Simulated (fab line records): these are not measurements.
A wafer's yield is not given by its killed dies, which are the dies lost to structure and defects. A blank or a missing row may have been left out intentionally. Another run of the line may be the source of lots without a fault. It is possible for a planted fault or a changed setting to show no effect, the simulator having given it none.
fab line records	flow n5Finfet
record lots=10	wafers=27	lastDay=20
route steps=1938 shown BEOL_M4@1036 PASSIVATION@1936
lots that met no fault: from a run of the same line without faults
startH: hours from the record's opening day to when the first of the lot's shown wafers began	waitH: hours since the lot's step before	" unchanged from the row above	L1.1+2: a single row standing in for several wafers	- no value present, or no start provided	* or withheld: withheld	< > ~ a bound
route shown NAME@n: a module of which the file shows steps, and the number in the route of the first	usual: mean/standard deviation taken from wafers without a fault	same: alike in all rows	chamber/n: place in a boat	sites: per-site readings	_std_site: how widely they spread, as a standard deviation	_edge_site: mean of outer sites minus mean of inner sites	radiusMm: how far each site lies from the wafer's centre	mask NAME#n: copy n	behind: the most recent tool/chamber to have shaped the wafer	hold: what put the lot on hold/how long, in hours/how the hold closed	device: names the non-switching transistor (n, p or np)	end of line: at the end of the route, the tests of the same wafers	a step given without rows: its recipe and nothing more	killed: the dies lost at the first sort to structure and to defects; this is not the yield of the wafer	map: a wafer's dies, marking killed ones x, the rest . and places with no die _
set.NAME: the run value of the setting; set.NAME@STEP: its run value at that earlier step	model.NAME: the simulator's own value behind a step, which no gauge read
route steps across a sampled set of lots; one table per step, one row per wafer
services: a tool's chamber out of use, with start hour (startH, from the record's first day; less than 0 if before it), hours out, and reason
## steps
# step N5_BEOL_M4_INSPECT_13
# recipe mode=adi	inspectInstrument=brightfield
# usual rawDefectCount=401/91
lot.wafer	tool	chamber	startH	waitH	rawDefectCount
L453.1	defectInspect-01	-	198.02	0.1	573
L453.5	"	-	"	"	663
L453.6	"	-	"	"	421
L455.2	defectInspect-02	-	229.45	0.0	305
L455.5	"	-	"	"	419
L455.6	"	-	"	"	298
L462.1	defectInspect-02	-	271.44	0.1	565
L462.3	"	-	"	"	551
L462.5	"	-	"	"	480
L463.4	defectInspect-01	-	272.62	0.0	447
L463.5	"	-	"	"	298
L463.6	"	-	"	"	330
L467.3	defectInspect-02	-	299.97	0.0	370
L467.5	"	-	"	"	353
L471.4	defectInspect-01	-	303.27	0.0	449
L471.6	"	-	"	"	447
L470.5	defectInspect-02	-	310.19	0.0	347
L470.6	"	-	"	"	381
L473.2	defectInspect-02	-	326.44	0.0	294
L473.5	"	-	"	"	400
L473.6	"	-	"	"	332
L475.2	defectInspect-02	-	327.49	0.0	284
L475.3	"	-	"	"	264
L475.5	"	-	"	"	414
L474.1	defectInspect-02	-	332.25	0.1	392
L474.2	"	-	"	"	343
L474.4	"	-	"	"	402
# step N5_BEOL_M4_EXPOSE_25
# recipe maskId=V3	na=0.33	sourceShape=quasar	sigmaInner=0.2	sigmaOuter=0.8	polarization=unpolarized	defocusNm=5	doseMj=63
# usual reticleTempC=23.00/0.11
lot.wafer	tool	chamber	startH	waitH	mask	reticleTempC
L453.1	euvScanner-01	0	198.79	-	V3#0	22.94
L453.5	"	0	"	"	V3#0	23.02
L453.6	"	0	"	"	V3#0	22.98
L455.2	euvScanner-01	0	234.68	-	V3#0	23.01
L455.5	"	0	"	"	V3#0	23.00
L455.6	"	0	"	"	V3#0	22.84
L462.1	euvScanner-01	0	272.89	-	V3#0	22.89
L462.3	"	0	"	"	V3#0	22.72
L462.5	"	0	"	"	V3#0	22.97
L463.4	euvScanner-01	0	273.62	-	V3#0	23.12
L463.5	"	0	"	"	V3#0	23.15
L463.6	"	0	"	"	V3#0	23.08
L467.3	euvScanner-01	0	300.91	-	V3#0	23.06
L467.5	"	0	"	"	V3#0	23.01
L471.4	euvScanner-01	0	304.17	-	V3#0	23.10
L471.6	"	0	"	"	V3#0	23.01
L470.5	euvScanner-01	0	311.00	-	V3#0	23.00
L470.6	"	0	"	"	V3#0	23.06
L473.2	euvScanner-02	0	327.22	-	V3#0	23.13
L473.5	"	0	"	"	V3#0	23.21
L473.6	"	0	"	"	V3#0	23.01
L475.2	euvScanner-02	0	328.20	-	V3#0	23.05
L475.3	"	0	"	"	V3#0	22.95
L475.5	"	0	"	"	V3#0	22.97
L474.1	euvScanner-02	0	332.89	-	V3#0	22.88
L474.2	"	0	"	"	V3#0	22.87
L474.4	"	0	"	"	V3#0	22.77
# step N5_BEOL_M4_CD_MEAS_28
# recipe targetCdNm=26.2	landingEnergyEv=500	detector=seInlens	targetCdYNm=24.1	polarity=opening
# usual cdNm=26.20/0.24
lot.wafer	tool	chamber	startH	waitH	cdNm
L453.1	cdSem-01	0	198.94	-	26.36
L453.5	"	0	"	"	25.89
L453.6	"	0	"	"	26.27
L455.2	cdSem-02	0	234.83	-	26.50
L455.5	"	0	"	"	26.55
L455.6	"	0	"	"	26.01
L462.1	cdSem-02	0	273.03	-	26.18
L462.3	"	0	"	"	25.94
L462.5	"	0	"	"	26.29
L463.4	cdSem-03	0	273.74	-	26.55
L463.5	"	0	"	"	26.41
L463.6	"	0	"	"	26.30
L467.3	cdSem-03	0	301.04	-	26.01
L467.5	"	0	"	"	23.53
L471.4	cdSem-03	0	304.29	-	23.49
L471.6	"	0	"	"	26.13
L470.5	cdSem-01	0	311.11	-	23.23
L470.6	"	0	"	"	26.23
L473.2	cdSem-01	0	327.35	-	26.37
L473.5	"	0	"	"	26.04
L473.6	"	0	"	"	26.17
L475.2	cdSem-02	0	328.33	-	26.21
L475.3	"	0	"	"	26.37
L475.5	"	0	"	"	25.97
L474.1	cdSem-03	0	333.04	-	25.79
L474.2	"	0	"	"	26.20
L474.4	"	0	"	"	26.17
# step N5_BEOL_M4_ETCH_69
# recipe chemistry=CF4	target=SiARC	targetDepthA=156	maskMaterial=CAR-EUV	timeS=26	ionEnergyEv=80	pressureMtorr=40	sourceW=545	biasW=36	Ar_flow_sccm=100	cf4FlowSccm=100	ends=cleared
# usual cf4FlowSccm=99.99/0.27	drypumpMotorCurrentA=5.8/0.5	etchRfOnTimeS=25.9/0.4	oesProductAu=0.66/0.08	rfVppV=184.1/1.2	showerheadPlenumPTorr=2.14/0.069	throttleValvePct=15.68/0.23
lot.wafer	tool	chamber	startH	waitH	cf4FlowSccm	drypumpMotorCurrentA	etchRfOnTimeS	oesProductAu	rfHoursCounterH	rfVppV	showerheadPlenumPTorr	throttleValvePct
L453.1	rieDiel-03	3	199.11	0.0	99.65	6.3	26.2	0.63	189	183.7	2.13	15.48
L453.5	"	2	"	"	99.89	6.5	26.0	0.60	-	184.1	2.20	15.81
L453.6	"	1	"	"	99.73	4.9	25.2	0.74	-	185.2	2.26	15.61
L455.2	rieDiel-01	0	235.00	0.0	99.71	6.0	26.1	0.73	41	183.6	2.09	15.42
L455.5	"	2	"	"	100.08	5.2	26.3	0.71	-	184.1	2.17	15.74
L455.6	"	3	"	"	100.38	5.8	26.2	0.60	-	181.2	2.12	15.84
L462.1	rieDiel-03	2	273.43	0.0	99.73	6.5	24.9	0.85	2	184.1	2.19	15.32
L462.3	"	0	"	"	100.01	5.2	26.1	0.60	212	183.9	2.13	15.39
L462.5	"	2	"	"	99.83	6.5	25.0	0.86	-	185.0	2.19	15.34
L463.4	rieDiel-04	3	273.94	0.0	99.76	6.0	26.0	0.60	-	183.8	2.21	15.59
L463.5	"	1	"	"	99.86	6.2	25.6	0.66	-	183.3	2.15	15.96
L463.6	"	0	"	"	100.16	5.7	25.8	0.59	-	182.7	2.03	15.92
L467.3	rieDiel-04	2	301.21	0.0	99.66	5.3	25.8	0.84	4	185.7	2.28	15.50
L467.5	"	0	"	"	100.09	5.7	25.6	0.58	-	181.8	2.03	15.92
L471.4	rieDiel-03	2	304.46	0.0	100.21	6.5	25.1	0.80	13	185.2	2.19	15.36
L471.6	"	3	"	"	99.71	6.3	26.5	0.60	-	184.5	2.12	15.54
L470.5	rieDiel-04	0	311.31	0.0	100.04	5.8	25.9	0.59	-	182.2	2.03	15.93
L470.6	"	3	"	"	100.05	6.0	26.1	0.59	-	184.8	2.20	15.63
L473.2	rieDiel-04	1	327.53	0.0	99.96	6.2	25.9	0.64	162	185.5	2.14	16.02
L473.5	"	2	"	"	100.12	5.3	25.9	0.82	-	187.7	2.28	15.51
L473.6	"	0	"	"	100.19	5.7	26.3	0.58	-	182.8	2.03	15.94
L475.2	rieDiel-04	2	328.58	0.0	99.73	5.3	25.6	0.81	15	185.5	2.28	15.50
L475.3	"	1	"	"	100.00	6.2	25.5	0.64	163	184.4	2.14	16.04
L475.5	"	2	"	"	99.69	5.3	25.6	0.82	-	186.0	2.28	15.52
L474.1	rieDiel-03	1	333.21	0.0	100.50	4.9	25.7	0.70	108	186.3	2.24	15.71
L474.2	"	2	"	"	100.00	6.5	25.4	0.78	23	185.4	2.18	15.39
L474.4	"	3	"	"	100.02	6.3	26.9	0.59	234	182.5	2.11	15.57
# step N5_BEOL_M4_ALD_98
# recipe material=SiO2	targetThkA=25	tempC=100	aldPrecursorFamily=BDEAS	aldCoReactant=O2-plasma	pulseTimeS=1	coReactantPulseTimeS=1	purgeTimeS=2	coReactantPurgeTimeS=2	aldCycles=17	pressureTorr=2
# usual heaterPowerW=78/5.6	precursorPulseHeightRel=0.999/0.019
lot.wafer	tool	chamber	startH	waitH	heaterPowerW	precursorPulseHeightRel
L453.1	aldSin-03	2	199.19	0.1	70	1.034
L453.5	"	1	"	"	72	1.004
L453.6	"	0	"	"	86	1.016
L455.2	aldSin-03	2	235.42	0.4	71	0.996
L455.5	"	0	"	"	84	1.008
L455.6	"	3	"	"	71	1.011
L462.1	aldSin-01	1	273.64	0.2	80	1.012
L462.3	"	2	"	"	86	1.015
L462.5	"	3	"	"	75	0.971
L463.4	aldSin-01	0	274.04	0.1	75	0.983
L463.5	"	1	"	"	80	0.997
L463.6	"	3	"	"	76	0.970
L467.3	aldSin-04	3	301.73	0.5	80	1.015
L467.5	"	1	"	"	87	0.982
L471.4	aldSin-01	0	304.54	0.1	70	1.021
L471.6	"	2	"	"	88	1.000
L470.5	aldSin-03	3	311.77	0.4	75	0.985
L470.6	"	0	"	"	85	0.956
L473.2	aldSin-01	0	328.14	0.6	73	0.984
L473.5	"	2	"	"	85	0.994
L473.6	"	3	"	"	74	0.968
L475.2	aldSin-04	2	328.79	0.2	71	1.024
L475.3	"	1	"	"	86	1.002
L475.5	"	1	"	"	87	0.995
L474.1	aldSin-04	1	333.38	0.1	89	0.998
L474.2	"	0	"	"	74	1.019
L474.4	"	3	"	"	80	1.018
# step N5_BEOL_M4_RC_MEAS_101
# usual DIBL_N=36.6/1.1	DIBL_P=36.7/1.5	IOFF_N=0.155/0.019	IOFF_P=0.208/0.025	ION_N=673/8.5	ION_P=462/5.9	SS_N=71.6/0.58	SS_P=73.5/0.51	VT_N=250.7/2.4	VT_P=-251/3
lot.wafer	tool	chamber	startH	waitH	DIBL_N[mV/V]	DIBL_P[mV/V]	IOFF_N[nA/um]	IOFF_P[nA/um]	ION_N[uA/um]	ION_P[uA/um]	SS_N[mV/dec]	SS_P[mV/dec]	VT_N[mV]	VT_P[mV]
L453.1	prober-01	0	208.01	0.0	37.5	39.1	0.192	0.226	680	463	71.9	73.8	248.0	-252
L453.5	"	0	"	"	35.9	37.5	0.160	0.197	668	456	72.6	73.5	251.8	-254
L453.6	"	0	"	"	38.6	39.9	0.207	0.241	680	462	72.0	74.5	244.1	-252
L455.2	prober-02	0	244.54	0.2	35.4	35.1	0.154	0.207	667	461	71.7	73.3	249.7	-248
L455.5	"	0	"	"	36.8	36.9	0.183	0.242	678	467	72.5	73.5	247.9	-247
L455.6	"	0	"	"	36.9	37.4	0.185	0.248	683	468	72.2	73.1	245.7	-248
L462.1	prober-01	0	284.41	0.0	36.9	36.1	0.129	0.198	662	461	71.1	73.3	253.7	-251
L462.3	"	0	"	"	38.4	37.5	0.147	0.207	671	459	72.1	73.3	254.0	-253
L462.5	"	0	"	"	37.8	36.9	0.147	0.213	672	464	71.5	73.5	250.9	-250
L463.4	prober-02	0	287.48	0.5	38.2	36.0	0.160	0.211	685	470	71.6	73.7	248.9	-250
L463.5	"	0	"	"	39.0	36.8	0.180	0.227	676	462	71.5	73.5	244.7	-250
L463.6	"	0	"	"	38.6	36.1	0.167	0.211	676	461	71.5	72.9	250.7	-249
L467.3	prober-01	0	316.07	0.3	34.5	36.3	0.147	0.198	674	459	71.0	73.2	250.2	-252
L471.6	prober-01	0	321.14	0.8	37.0	36.2	0.145	0.187	663	457	71.2	72.8	251.4	-253
L470.6	prober-02	0	325.57	0.8	36.6	36.0	0.151	0.178	686	460	72.5	73.2	250.2	-253
L473.2	prober-01	0	362.67	0.2	36.5	36.6	0.150	0.218	675	464	71.7	73.4	251.7	-249
L473.5	"	0	"	"	37.8	37.9	0.170	0.245	677	469	71.5	74.2	252.2	-247
L473.6	"	0	"	"	35.7	35.1	0.131	0.200	675	471	71.2	73.5	253.5	-248
L475.2	prober-02	0	366.56	0.2	36.8	36.1	0.155	0.218	681	469	72.4	73.6	247.5	-249
L475.3	"	0	"	"	37.9	37.3	0.179	0.236	696	468	71.5	74.0	247.6	-251
L475.5	"	0	"	"	34.4	32.9	0.123	0.166	668	455	71.7	72.3	252.1	-254
L474.1	prober-02	0	372.04	0.0	36.7	37.5	0.168	0.178	679	450	72.5	73.2	250.9	-256
L474.2	"	0	"	"	36.7	37.0	0.166	0.170	671	443	71.5	72.9	251.7	-255
L474.4	"	0	"	"	36.0	36.0	0.152	0.169	658	443	71.6	73.0	250.1	-256
# step N5_PASSIVATION_PROBE_49
# usual defectLimitedYield=91.2/1.4	killed_at_M0_to_M3=36/11	killed_at_M4_up=14/5.6	killedAtContacts=12/5.9	killedAtFrontEnd=38/13	killedAtOther=3.5/2.7	killedDies=104/17	killedOnRim=14/3.9	killedOpen=68/12	killedShort=34/8.2	sort_bin_5_function=5.1/0.95	sort_bin_6_memory=3.3/0.7	sortNPass=1076/17	sortYieldPct=91.2/1.4
# same grossDies=1180	killedAtBackSide=0	sort_bin_4_leakage[%]=0	sort_bin_8_speed[%]=0
lot.wafer	tool	chamber	startH	waitH	defectLimitedYield[%]	killed_at_M0_to_M3	killed_at_M4_up	killedAtContacts	killedAtFrontEnd	killedAtOther	killedDies	killedOnRim	killedOpen	killedShort	sort_bin_5_function[%]	sort_bin_6_memory[%]	sortNPass	sortYieldPct[%]
L463.4	prober-01	-	411.01	0.2	91.1	39	13	11	37	5	105	22	67	34	5.2	3.4	1075	91.1
L463.5	prober-01	-	411.06	0.2	92.2	34	22	9	25	2	92	12	60	30	4.9	2.5	1088	92.2
L463.6	prober-01	-	411.11	0.3	91.3	29	9	9	49	7	103	16	56	40	4.9	3.4	1077	91.3
L467.3	prober-02	-	432.76	0.1	90.5	47	12	16	29	8	112	17	75	34	5.9	3.2	1068	90.5
L467.5	prober-02	-	432.86	0.2	0	37	1089	18	30	6	1180	152	69	35	4.8	3.6	0	0
L470.5	prober-01	-	434.67	0.2	0	39	1097	8	34	2	1180	152	62	26	4.3	3.3	0	0
L470.6	prober-01	-	434.72	0.3	89.7	47	21	14	37	3	122	16	87	27	5.5	4.7	1058	89.7
L471.4	prober-01	-	437.65	0.2	0	45	1075	12	47	1	1180	152	77	40	6.3	2.9	0	0
L471.6	prober-01	-	437.75	0.3	92.5	25	10	16	37	1	89	6	52	32	4.2	2.9	1091	92.5
# killed by level:class
L463.4 FIN_SAQP:geometricParticle:open=12 BEOL_M1:geometricParticle:open=10 BEOL_M0_SAQP:geometricParticle:short=9 MOL_CONTACT_COAG:geometricParticle:open=8 BEOL_M0_SAQP:geometricParticle:open=6 GATE_CUT:geometricParticle:short=5 BEOL_M0:geometricParticle:open=5 GATE_CUT:geometricParticle:open=4
L463.5 BEOL_M4:geometricParticle:open=12 BEOL_M0_SAQP:geometricParticle:short=8 BEOL_M1:geometricParticle:open=8 FIN_SAQP:geometricParticle:open=7 MOL_CONTACT_COAG:geometricParticle:open=6 BEOL_M3:geometricParticle:open=6 BEOL_M7:geometricParticle:open=6 STARTING-WAFER:geometricParticle:short=6
L463.6 FIN_SAQP:geometricParticle:short=12 FIN_SAQP:geometricParticle:open=8 BEOL_M0_SAQP:geometricParticle:short=8 MOL_CONTACT_COAG:geometricParticle:open=7 BEOL_M0_SAQP:geometricParticle:open=6 BEOL_M2:geometricParticle:open=5 ILD0:geometricParticle:open=4 DUMMY_GATE:geometricParticle:open=4
L467.3 MOL_CONTACT_COAG:geometricParticle:open=13 BEOL_M1:geometricParticle:open=10 BEOL_M2:geometricParticle:open=10 BEOL_M0_SAQP:geometricParticle:short=9 FIN_SAQP:geometricParticle:open=8 BEOL_M0_SAQP:geometricParticle:open=7 BEOL_M3:geometricParticle:open=6 DUMMY_GATE:geometricParticle:open=5
L467.5 BEOL_M4:areaExpose=1076 MOL_CONTACT_COAG:geometricParticle:open=13 BEOL_M0_SAQP:geometricParticle:short=9 BEOL_M1:geometricParticle:open=8 FIN_SAQP:geometricParticle:open=7 BEOL_M0_SAQP:geometricParticle:open=7 DUMMY_GATE:geometricParticle:open=6 MOL_CONTACT_COAG:geometricParticle:short=5
L470.5 BEOL_M4:areaExpose=1088 BEOL_M2:geometricParticle:open=10 BEOL_M0_SAQP:geometricParticle:open=9 MOL_CONTACT_COAG:geometricParticle:open=8 FIN_SAQP:geometricParticle:short=7 FIN_SAQP:geometricParticle:open=7 BEOL_M1:geometricParticle:open=5 BEOL_M3:geometricParticle:open=5
L470.6 BEOL_M4:geometricParticle:open=13 BEOL_M0_SAQP:geometricParticle:open=11 BEOL_M2:geometricParticle:open=10 BEOL_M1:geometricParticle:open=9 DUMMY_GATE:geometricParticle:open=8 MOL_CONTACT_COAG:geometricParticle:open=8 BEOL_M3:geometricParticle:open=8 MOL_CONTACT_COAG:geometricParticle:short=5
L471.4 BEOL_M4:areaExpose=1063 FIN_SAQP:geometricParticle:open=19 FIN_SAQP:geometricParticle:short=9 BEOL_M0_SAQP:geometricParticle:open=8 BEOL_M3:geometricParticle:open=7 MOL_CONTACT_COAG:geometricParticle:open=7 BEOL_M2:geometricParticle:open=6 BEOL_M1:geometricParticle:open=6
L471.6 FIN_SAQP:geometricParticle:open=18 FIN_SAQP:geometricParticle:short=14 MOL_CONTACT_COAG:geometricParticle:open=9 MOL_CONTACT_COAG:geometricParticle:short=6 BEOL_M0_SAQP:geometricParticle:open=6 BEOL_M2:geometricParticle:open=5 BEOL_M0_SAQP:geometricParticle:short=4 BEOL_M3:geometricParticle:open=4
## services
tool	chamber	startH	hours	kind
aldSin-04	3	176.50	16.5	repair
aldSin-01	-	176.75	14.0	pm
euvScanner-01	-	179.45	1.0	pm
euvScanner-01	-	193.90	4.1	repair
euvScanner-02	-	201.50	1.0	pm
rieDiel-04	3	203.78	9.4	repair
aldSin-03	1	207.66	5.8	repair
aldSin-03	0	214.54	3.8	repair
rieDiel-04	3	215.41	11.3	repair
euvScanner-02	-	216.73	4.6	pm
rieDiel-01	1	219.97	25.1	repair
aldSin-01	-	231.21	1.0	repair
euvScanner-01	-	235.61	1.0	pm
aldSin-01	2	243.61	8.0	repair
euvScanner-02	-	257.65	1.0	pm
aldSin-04	-	269.84	14.0	pm
aldSin-01	2	273.97	2.2	repair
rieDiel-04	0	276.34	24.4	repair
aldSin-01	-	283.49	0.6	repair
euvScanner-01	-	291.75	1.0	pm
euvScanner-02	-	292.62	1.0	repair
euvScanner-01	-	293.62	4.4	repair
euvScanner-02	-	313.80	1.0	pm
euvScanner-01	-	326.59	1.6	repair
## key
firstSign step=N5_BEOL_M4_CD_MEAS_28	reading=cdNm	direction=down	sigmas=12	usual=26.20	struck=23.41
effect step=N5_PASSIVATION_PROBE_49	reading=killed_at_M4_up	direction=up	sigmas=99+	usual=14	struck=1087
moreKillsBornAt N5_BEOL_M4_EXPOSE_25@euvScanner-01=3226
metAt N5_BEOL_M4_EXPOSE_25
struckLots L467,L470,L471
struckWafers L467.5,L470.5,L471.4
laterRowsLeftOut L467.5,L470.5,L471.4
notActingAt N5_BEOL_M4_INSPECT_13,N5_BEOL_M4_ETCH_69,N5_BEOL_M4_ALD_98
onsetBetween 273.62 300.91
fault kind=processParameterDrift	tool=euvScanner-01	chamber=-	onsetH=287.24	steps=N5_BEOL_M4_EXPOSE_25	channel=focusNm	offset=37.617	shape=step	endH=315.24	scope=struckWafersOnly
# laterRowsLeftOut: the simulator's readings of these wafers behind a module that went badly wrong aren't trusted and aren't shown, but for the sort
